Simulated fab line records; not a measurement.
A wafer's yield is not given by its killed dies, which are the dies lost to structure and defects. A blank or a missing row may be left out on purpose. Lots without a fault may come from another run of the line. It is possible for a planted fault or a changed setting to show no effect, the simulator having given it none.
Comparing a struck lot with a sound one / flow n5-finfet / 16 steps out of a route of 1938
Sound: the wafers L633.2, L633.4, L633.6. Struck: wafers L639.1, L639.5. (L639.4 of the same lot was not struck and is left out.) The cause comes at the end.
Per side, at each step with rows, come the tool, then ch with its chambers, and then its first start. Under that, the readings that differ: sound wafers / struck wafers / difference of the means / sigmas: that difference in standard deviations of wafers without a fault.
alike: readings with means less than 2 such deviations apart, plus words and numbers identical on both sides. not compared: withheld readings, readings lacking a value on some wafer, bounds such as >300 that could conceal the same value, and numbers that have no deviation in the record and whose values overlap.
Wherever a step has rows on one side only, a row that says differs or no value, or a row with sigmas, the two part there. When numbers do not overlap yet have no deviation, they are printed without sigmas and do not part them. A reading missing from all wafers of one side parts the sides only when that side holds two or more wafers.

first, 3 steps without rows for these wafers: N5_BEOL_M0_SAQP_EXPOSE_11 (exposes mask M0 CORE, target cd 42 nm); N5_BEOL_M0_SAQP_PEB_12 (peb time 60 s); N5_BEOL_M0_SAQP_DEVELOP_13 (develop time 30 s).
N5_BEOL_M0_SAQP_CD_MEAS_14 targets a cd of 42.5 nm.
  sound on cd-sem-03 ch 0, day 6 02:46; struck on cd-sem-03 ch 0, day 7 11:49
  alike: cd-nm
N5_BEOL_M0_SAQP_OVL_MEAS_15:
  sound on overlay-02 ch 0, day 6 02:47; struck on overlay-02 ch 0, day 7 11:51
  alike: M0_CORE_OVL
N5_BEOL_M0_SAQP_INSPECT_16: inspects for defects (brightfield).
  sound on defect-inspect-02, day 6 02:49; struck on defect-inspect-01, day 7 11:52
  alike: raw-defect-count
N5_BEOL_M0_SAQP_DESCUM_19: chemistry O2, time 7.9 s.
  sound on rie-diel-06 ch 1,2,3, day 6 02:51; struck on rie-diel-01 ch 1, day 7 11:55
reading=o2-flow-sccm (sccm); sound=224.3 229.5 224.8; struck=224.7 224.0; difference=-1.9; sigmas=-2
  alike: drypump-motor-current-A, oes-product-au, rf-vpp-V, showerhead-plenum-p-Torr, throttle-valve-pct
  not compared: rf-hours-counter-h
N5_BEOL_M0_SAQP_ETCH_83: etches SiARC in CF4, target depth 39 nm, time 65 s.
  sound on rie-diel-06 ch 1,2,3, day 6 02:53; struck on rie-diel-01 ch 1, day 7 11:56
  alike: cf4-flow-sccm, drypump-motor-current-A, etch-rf-on-time-s, oes-product-au, rf-vpp-V, showerhead-plenum-p-Torr, throttle-valve-pct
  not compared: rf-hours-counter-h
N5_BEOL_M0_SAQP_ETCH_84: etches SOC in N2/H2, target depth 100 nm, overetch 20 nm, time 150 s.
  sound on rie-diel-06 ch 1,2,3, day 6 02:56; struck on rie-diel-01 ch 1, day 7 11:59
  alike: drypump-motor-current-A, oes-product-au, rf-vpp-V, showerhead-plenum-p-Torr, throttle-valve-pct
  not compared: rf-hours-counter-h
then, 1 step without rows for these wafers: N5_BEOL_M0_SAQP_STRIP_80 (strips in N2/H2).
N5_BEOL_M0_SAQP_HM_OPEN_112: chemistry CHF3/O2, target SiO2, stops on a-Si, target depth 12 nm, time 13.5 s.
  sound on rie-diel-06 ch 1,2,3, day 6 03:02; struck on rie-diel-01 ch 1, day 7 12:06
reading=rf-vpp-V (V); sound=539 522 520; struck=513 514; difference=-14; sigmas=-2
  alike: drypump-motor-current-A, oes_o_777_au, oes-product-au, showerhead-plenum-p-Torr, throttle-valve-pct
  not compared: rf-hours-counter-h
then, 1 step without rows for these wafers: N5_BEOL_M0_SAQP_STRIP_113 (strips in CHF3/O2).
N5_BEOL_M0_SAQP_MANDREL_ETCH_20: etches a-Si in HBr/Cl2, stops on SiNx, target depth 60 nm, bt time 10 s, time 30 s.
  sound on rie-si-04 ch 0,3, day 6 03:07; struck on rie-si-05 ch 1, day 7 12:11
reading=over-etch-frac; sound=0.5 0.5 0.5; struck=0.51259 0.51259; difference=+0.01259; sigmas=
reading=throttle-valve-pct (%); sound=35.23 35.07 35.06; struck=35.70 35.65; difference=+0.55; sigmas=+3
  alike: drypump-motor-current-A, oes-product-au
  not compared: rf-hours-counter-h
N5_BEOL_M0_SAQP_STRIP_86: strips in N2/H2.
  sound on rie-diel-02 ch 1,3, day 6 03:13; struck on rie-diel-06 ch 0,1, day 7 12:17
reading=oes-product-au (a.u.); sound=0.71 0.71 0.68; struck=0.90 0.99; difference=+0.25; sigmas=+3
  alike: drypump-motor-current-A, rf-vpp-V, showerhead-plenum-p-Torr, throttle-valve-pct
  not compared: rf-hours-counter-h
-- here the record skips 3 days between the struck wafers' starts before and after, leaving off in module BEOL_M0_SAQP and picking up in module BEOL_M4 (first step shown: number 1111 of the route) --
N5_BEOL_M4_RC_MEAS_101:
  sound on prober-02 ch 0, day 8 13:01; struck on prober-02 ch 0, day 10 06:43
reading=ION_N (uA/um); sound=689 681 669; struck=655 666; difference=-19; sigmas=-2
reading=VT_N (mV); sound=244.3 245.4 250.5; struck=253.8 254.4; difference=+7.4; sigmas=+3
  alike: DIBL_N, DIBL_P, IOFF_N, IOFF_P, ION_P, SS_N, SS_P, VT_P
after that, 1 step had no rows for these wafers: N5_PASSIVATION_PROBE_49.

## WHERE THEY PART
At N5_BEOL_M0_SAQP_DESCUM_19 first; at N5_BEOL_M4_RC_MEAS_101 last (within this record only).

WHY: the cause the simulator had injected
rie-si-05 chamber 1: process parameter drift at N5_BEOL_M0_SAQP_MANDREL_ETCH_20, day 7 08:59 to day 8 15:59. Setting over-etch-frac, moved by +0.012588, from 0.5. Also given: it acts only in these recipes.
